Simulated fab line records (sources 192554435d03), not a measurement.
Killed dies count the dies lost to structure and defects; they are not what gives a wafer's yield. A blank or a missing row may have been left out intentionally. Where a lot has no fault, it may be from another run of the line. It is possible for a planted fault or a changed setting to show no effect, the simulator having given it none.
Which tool is to blame? || flow n5Finfet || 12 lots, 35 wafers sampled, at 4 steps of a route of 1938

== WHAT EACH GAUGE READ, for each wafer ==
The record lacks any reading of a measuring or inspecting step that a usual standard deviation could be used to judge.

== WHAT TOOL EACH LOT RAN ON (gives the tool, then ch and the chambers of the sampled wafers, and finally the start) ==
{"lot": "L639", "N5_BEOL_M7_DEGAS_44": "pvdSputter-02, day 9 12:34", "N5_BEOL_M7_PRE_CLEAN_45": "pvdSputter-02, day 9 12:37", "N5_BEOL_M7_CVD_78": "cvdCo-02 ch 0,1, day 9 13:12", "N5_BEOL_M8_ILD_DEP_00": "pecvd-02 ch 0,1,2, day 9 14:48"}
{"lot": "L640", "N5_BEOL_M7_DEGAS_44": "pvdSputter-03, day 10 01:37", "N5_BEOL_M7_PRE_CLEAN_45": "pvdSputter-03, day 10 01:39", "N5_BEOL_M7_CVD_78": "cvdCo-02 ch 0,2, day 10 02:13", "N5_BEOL_M8_ILD_DEP_00": "pecvd-04 ch 1, day 10 04:18"}
{"lot": "L645", "N5_BEOL_M7_DEGAS_44": "pvdSputter-02, day 10 08:47", "N5_BEOL_M7_PRE_CLEAN_45": "pvdSputter-02, day 10 08:50", "N5_BEOL_M7_CVD_78": "cvdCo-02 ch 0,1,2, day 10 09:32", "N5_BEOL_M8_ILD_DEP_00": "pecvd-01 ch 0,2, day 10 12:37"}
{"lot": "L644", "N5_BEOL_M7_DEGAS_44": "pvdSputter-03, day 10 12:40", "N5_BEOL_M7_PRE_CLEAN_45": "pvdSputter-03, day 10 12:43", "N5_BEOL_M7_CVD_78": "cvdCo-02 ch 1,2, day 10 13:08", "N5_BEOL_M8_ILD_DEP_00": "pecvd-02 ch 0,1,2, day 10 14:54"}
{"lot": "L642", "N5_BEOL_M7_DEGAS_44": "pvdSputter-03, day 10 21:19", "N5_BEOL_M7_PRE_CLEAN_45": "pvdSputter-03, day 10 21:21", "N5_BEOL_M7_CVD_78": "cvdCo-02 ch 0,2, day 10 22:02", "N5_BEOL_M8_ILD_DEP_00": "pecvd-02 ch 0,1,2, day 10 23:24"}
{"lot": "L647", "N5_BEOL_M7_DEGAS_44": "pvdSputter-02, day 11 07:22", "N5_BEOL_M7_PRE_CLEAN_45": "pvdSputter-02, day 11 07:24", "N5_BEOL_M7_CVD_78": "cvdCo-02 ch 0,2, day 11 07:56", "N5_BEOL_M8_ILD_DEP_00": "pecvd-01 ch 0,1, day 11 09:01"}
{"lot": "L657", "N5_BEOL_M7_DEGAS_44": "pvdSputter-02, day 13 15:56", "N5_BEOL_M7_PRE_CLEAN_45": "pvdSputter-02, day 13 15:58", "N5_BEOL_M7_CVD_78": "cvdCo-01 ch 0,2, day 13 16:29", "N5_BEOL_M8_ILD_DEP_00": "pecvd-01 ch 0,2, day 13 17:40"}
{"lot": "L656", "N5_BEOL_M7_DEGAS_44": "pvdSputter-02, day 14 00:23", "N5_BEOL_M7_PRE_CLEAN_45": "pvdSputter-02, day 14 00:26", "N5_BEOL_M7_CVD_78": "cvdCo-02 ch 0,1,2, day 14 00:55", "N5_BEOL_M8_ILD_DEP_00": "pecvd-04 ch 0,1,2, day 14 02:44"}
{"lot": "L658", "N5_BEOL_M7_DEGAS_44": "pvdSputter-02, day 14 09:00", "N5_BEOL_M7_PRE_CLEAN_45": "pvdSputter-02, day 14 09:02", "N5_BEOL_M7_CVD_78": "cvdCo-02 ch 1,2, day 14 09:38", "N5_BEOL_M8_ILD_DEP_00": "pecvd-04 ch 1,2, day 14 11:03"}
{"lot": "L659", "N5_BEOL_M7_DEGAS_44": "pvdSputter-03, day 15 00:23", "N5_BEOL_M7_PRE_CLEAN_45": "pvdSputter-03, day 15 00:25", "N5_BEOL_M7_CVD_78": "cvdCo-02 ch 0,2, day 15 01:01", "N5_BEOL_M8_ILD_DEP_00": "pecvd-01 ch 0,1, day 15 02:38"}
{"lot": "L660", "N5_BEOL_M7_DEGAS_44": "pvdSputter-03, day 15 00:28", "N5_BEOL_M7_PRE_CLEAN_45": "pvdSputter-03, day 15 00:30", "N5_BEOL_M7_CVD_78": "cvdCo-01 ch 0,2, day 15 01:02", "N5_BEOL_M8_ILD_DEP_00": "pecvd-02 ch 0,1,2, day 15 02:22"}
{"lot": "L661", "N5_BEOL_M7_DEGAS_44": "pvdSputter-01, day 15 02:17", "N5_BEOL_M7_PRE_CLEAN_45": "pvdSputter-01, day 15 02:19", "N5_BEOL_M7_CVD_78": "cvdCo-02 ch 0,2, day 15 02:48", "N5_BEOL_M8_ILD_DEP_00": "pecvd-01 ch 1,2, day 15 03:57"}
- N5_BEOL_M7_DEGAS_44: time 60 s.
- N5_BEOL_M7_PRE_CLEAN_45: time 30 s.
- N5_BEOL_M7_CVD_78: deposits Co from CCTBA/H2, target thk 2 nm, time 142.3 s.
- N5_BEOL_M8_ILD_DEP_00: deposits SiCOH lowk from DEMS/porogen, target thk 179.75 nm, time 33.4 s.

== AS READ BY THE TOOLS THEMSELVES (means over the sampled wafers that have a number; for cases with no such wafer, the mark the record gives instead) ==
N5_BEOL_M7_DEGAS_44.
{"lot": "L639", "tool": "pvdSputter-02", "heaterPowerW (W)": 363, "susceptorTempC (C)": 250.16}
{"lot": "L640", "tool": "pvdSputter-03", "heaterPowerW (W)": 355, "susceptorTempC (C)": 250.17}
{"lot": "L645", "tool": "pvdSputter-02", "heaterPowerW (W)": 349, "susceptorTempC (C)": 249.82}
{"lot": "L644", "tool": "pvdSputter-03", "heaterPowerW (W)": 353, "susceptorTempC (C)": 250.09}
{"lot": "L642", "tool": "pvdSputter-03", "heaterPowerW (W)": 385, "susceptorTempC (C)": 249.80}
{"lot": "L647", "tool": "pvdSputter-02", "heaterPowerW (W)": 362, "susceptorTempC (C)": 250.04}
{"lot": "L657", "tool": "pvdSputter-02", "heaterPowerW (W)": 370, "susceptorTempC (C)": 250.06}
{"lot": "L656", "tool": "pvdSputter-02", "heaterPowerW (W)": 347, "susceptorTempC (C)": 250.08}
{"lot": "L658", "tool": "pvdSputter-02", "heaterPowerW (W)": 357, "susceptorTempC (C)": 249.76}
{"lot": "L659", "tool": "pvdSputter-03", "heaterPowerW (W)": 347, "susceptorTempC (C)": 250.38}
{"lot": "L660", "tool": "pvdSputter-03", "heaterPowerW (W)": 339, "susceptorTempC (C)": 250.07}
{"lot": "L661", "tool": "pvdSputter-01", "heaterPowerW (W)": 353, "susceptorTempC (C)": 250.03}

N5_BEOL_M7_PRE_CLEAN_45.
{"lot": "L639", "tool": "pvdSputter-02", "heaterPowerW (W)": 354, "susceptorTempC (C)": 249.96}
{"lot": "L640", "tool": "pvdSputter-03", "heaterPowerW (W)": 356, "susceptorTempC (C)": 250.04}
{"lot": "L645", "tool": "pvdSputter-02", "heaterPowerW (W)": 350, "susceptorTempC (C)": 249.86}
{"lot": "L644", "tool": "pvdSputter-03", "heaterPowerW (W)": 346, "susceptorTempC (C)": 249.98}
{"lot": "L642", "tool": "pvdSputter-03", "heaterPowerW (W)": 375, "susceptorTempC (C)": 250.10}
{"lot": "L647", "tool": "pvdSputter-02", "heaterPowerW (W)": 358, "susceptorTempC (C)": 249.82}
{"lot": "L657", "tool": "pvdSputter-02", "heaterPowerW (W)": 365, "susceptorTempC (C)": 250.01}
{"lot": "L656", "tool": "pvdSputter-02", "heaterPowerW (W)": 346, "susceptorTempC (C)": 249.94}
{"lot": "L658", "tool": "pvdSputter-02", "heaterPowerW (W)": 363, "susceptorTempC (C)": 250.13}
{"lot": "L659", "tool": "pvdSputter-03", "heaterPowerW (W)": 353, "susceptorTempC (C)": 249.85}
{"lot": "L660", "tool": "pvdSputter-03", "heaterPowerW (W)": 330, "susceptorTempC (C)": 250.08}
{"lot": "L661", "tool": "pvdSputter-01", "heaterPowerW (W)": 353, "susceptorTempC (C)": 250.00}

N5_BEOL_M7_CVD_78.
{"lot": "L639", "tool": "cvdCo-02", "runLengthS (s)": 165.3}
{"lot": "L640", "tool": "cvdCo-02", "runLengthS (s)": 165.1}
{"lot": "L645", "tool": "cvdCo-02", "runLengthS (s)": 165.2}
{"lot": "L644", "tool": "cvdCo-02", "runLengthS (s)": 165.0}
{"lot": "L642", "tool": "cvdCo-02", "runLengthS (s)": 141.6}
{"lot": "L647", "tool": "cvdCo-02", "runLengthS (s)": 147.2}
{"lot": "L657", "tool": "cvdCo-01", "runLengthS (s)": 165.5}
{"lot": "L656", "tool": "cvdCo-02", "runLengthS (s)": 164.9}
{"lot": "L658", "tool": "cvdCo-02", "runLengthS (s)": 164.9}
{"lot": "L659", "tool": "cvdCo-02", "runLengthS (s)": 165.0}
{"lot": "L660", "tool": "cvdCo-01", "runLengthS (s)": 165.4}
{"lot": "L661", "tool": "cvdCo-02", "runLengthS (s)": 165.2}

N5_BEOL_M8_ILD_DEP_00.
{"lot": "L639", "tool": "pecvd-02", "heaterPowerW (W)": 309, "showerheadPlenumPTorr (Torr)": 5.745, "susceptorTempC (C)": 300.05, "throttleValvePct (%)": 13.5}
{"lot": "L640", "tool": "pecvd-04", "heaterPowerW (W)": 329, "showerheadPlenumPTorr (Torr)": 5.756, "susceptorTempC (C)": 300.17, "throttleValvePct (%)": 15.0}
{"lot": "L645", "tool": "pecvd-01", "heaterPowerW (W)": 327, "showerheadPlenumPTorr (Torr)": 5.732, "susceptorTempC (C)": 299.82, "throttleValvePct (%)": 13.4}
{"lot": "L644", "tool": "pecvd-02", "heaterPowerW (W)": 341, "showerheadPlenumPTorr (Torr)": 5.738, "susceptorTempC (C)": 300.10, "throttleValvePct (%)": 13.6}
{"lot": "L642", "tool": "pecvd-02", "heaterPowerW (W)": 340, "showerheadPlenumPTorr (Torr)": 5.750, "susceptorTempC (C)": 299.91, "throttleValvePct (%)": 13.6}
{"lot": "L647", "tool": "pecvd-01", "heaterPowerW (W)": 350, "showerheadPlenumPTorr (Torr)": 5.735, "susceptorTempC (C)": 300.13, "throttleValvePct (%)": 14.8}
{"lot": "L657", "tool": "pecvd-01", "heaterPowerW (W)": 355, "showerheadPlenumPTorr (Torr)": 5.738, "susceptorTempC (C)": 299.96, "throttleValvePct (%)": 13.5}
{"lot": "L656", "tool": "pecvd-04", "heaterPowerW (W)": 257, "showerheadPlenumPTorr (Torr)": 5.751, "susceptorTempC (C)": 300.13, "throttleValvePct (%)": 14.4}
{"lot": "L658", "tool": "pecvd-04", "heaterPowerW (W)": 282, "showerheadPlenumPTorr (Torr)": 5.745, "susceptorTempC (C)": 300.06, "throttleValvePct (%)": 13.6}
{"lot": "L659", "tool": "pecvd-01", "heaterPowerW (W)": 383, "showerheadPlenumPTorr (Torr)": 5.741, "susceptorTempC (C)": 299.76, "throttleValvePct (%)": 14.5}
{"lot": "L660", "tool": "pecvd-02", "heaterPowerW (W)": 338, "showerheadPlenumPTorr (Torr)": 5.744, "susceptorTempC (C)": 299.96, "throttleValvePct (%)": 13.7}
{"lot": "L661", "tool": "pecvd-01", "heaterPowerW (W)": 345, "showerheadPlenumPTorr (Torr)": 5.719, "susceptorTempC (C)": 300.08, "throttleValvePct (%)": 14.8}

== THE ANSWER, worked out from the rows above alone ==
Rule: usual is defined by the lots themselves. The widest of any qualifying gaps counts: lots, ordered by their means at a reading, are off when they make up no more than a third of the lots, leave a main group of 4 or more, and stand apart from it by 3 or more times the standard deviation of that group's means. Not used: any main group whose means are identical at the precision the tables above print for the reading. A lot without any number at a reading at which 4 lots or more have one is off too. The other lots that the step has rows for count as sound. Order of review: gauges by route order, followed by the tools' own readings, for which a lot's mean as printed above is used. The first step at which some lot is off is used, and at that step the reading that is off furthest; a lot without a number counts as furthest.
Off: L642, L647, at N5_BEOL_M7_CVD_78 (runLengthS). The main group: mean 165.2 s, standard deviation 0.2.
A tool fits if, at that step or a process step before it, it ran every lot that is off, and no sound lot after the first of them. No candidate that was tried fits.

== WHAT THE SIMULATOR HAD INSERTED ==
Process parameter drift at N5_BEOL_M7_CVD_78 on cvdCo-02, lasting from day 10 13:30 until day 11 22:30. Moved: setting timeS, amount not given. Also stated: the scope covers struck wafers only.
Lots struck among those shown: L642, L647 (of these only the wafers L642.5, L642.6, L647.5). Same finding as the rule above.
